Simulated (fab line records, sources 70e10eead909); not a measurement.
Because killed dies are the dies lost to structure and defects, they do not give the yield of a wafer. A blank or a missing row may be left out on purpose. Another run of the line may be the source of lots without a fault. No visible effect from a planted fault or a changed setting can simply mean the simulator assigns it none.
Code-filled problem report in 8D (eight disciplines) form / flow nand-harc / the parts of the form that need people (team, actions taken, sign-off) are left out

== 1. WHAT IS WRONG ==
At NHARC_A_ONON_D1_THK_MEAS_14, thk-nm averages 624 nm over 6 wafers from 2 lots, while fault-free wafers read 997 nm, standard deviation 8.7. That puts it -43 standard deviations away from the usual mean.
The step: measures by ellipsometry.
Seen first at day 12 07:14 on film-metro-01, wafer L163.1. The record has a number at this step for 42 wafers belonging to 14 lots. Rule for "out", or "out of limits": more than 4 standard deviations from the usual mean. The rest of the wafers with a number are treated as sound.

== 2. WHAT IT IS; WHAT IT IS NOT ==
question=which readings at this step | is=thk-nm | is not=-
question=which lots | is=L163, L164 | is not=L152, L153, L155, L156, L157, L158, L160, L161, L170, L172, L174, L175
question=which wafers of those lots | is=all that have a number | is not=-
question=read on which gauges | is=film-metro-01 | is not=film-metro-02
question=when | is=from day 12 07:14 | is not=up to then (24 sound wafers); but 12 sound wafers of L170, L172, L174, L175 came after

== 3. SUSPECTS, AND WHAT RULES EACH OUT ==
Counting: a tool at any process step up to the reading remains a suspect when it ran all the lots that are out and ran no sound lot after the first of those.
- ruled out: the gauge at NHARC_A_ONON_D1_THK_MEAS_14. All the wafers that are out were read on film-metro-01, but those of them that NHARC_END_SORT_01 has rows for are out there too, on other tools.
- pecvd-onon-02 at NHARC_A_ONON_D1_DEP_12 (target thk 1000 nm): ruled out as a lasting fault. Sound lots L172, L174, L175 ran on it after its first lot that is out, L163 (day 12 06:44).
Left after counting: nothing in the record.

== 4. THE CAUSE (what the simulator had put in) ==
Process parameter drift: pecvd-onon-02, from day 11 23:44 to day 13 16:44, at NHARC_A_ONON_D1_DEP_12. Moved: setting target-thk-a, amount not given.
It was ruled out by counting, in error; the rule expects a fault to strike all lots run on its tool from its start on, and this fault did not.

== 5. SEQUENCE OF EFFECTS, ordered by route ==
Each row: a reading whose mean over the struck wafers that have a number lies more than 3 standard deviations from the usual. Scope: only readings with a usual standard deviation given in the record; hours: median across lots of the time from each lot's start at the first step in this table that gives one to its start at this step; sigmas: change in usual standard deviations.
hours=0; step=NHARC_A_ONON_D1_THK_MEAS_14; reading=thk-nm; usual=997 nm; on struck wafers=624; change=-373; sigmas=-43
hours=397; step=NHARC_END_SORT_01; reading=killed-at-array; usual=56; on struck wafers=670; change=+614; sigmas=+31
hours=397; step=NHARC_END_SORT_01; reading=killed-dies; usual=61; on struck wafers=677; change=+616; sigmas=+29

== 6. HOW IT WOULD HAVE BEEN CAUGHT EARLIER ==
The first out-of-limits reading at a measuring or inspecting step in this record came at day 12 07:14, 8 hours after the fault's start at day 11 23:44.
Of the tool readings at NHARC_A_ONON_D1_DEP_12 for which the record gives a usual standard deviation, none was out on any struck wafer, so an alarm limit of 4 standard deviations on them would not have fired.
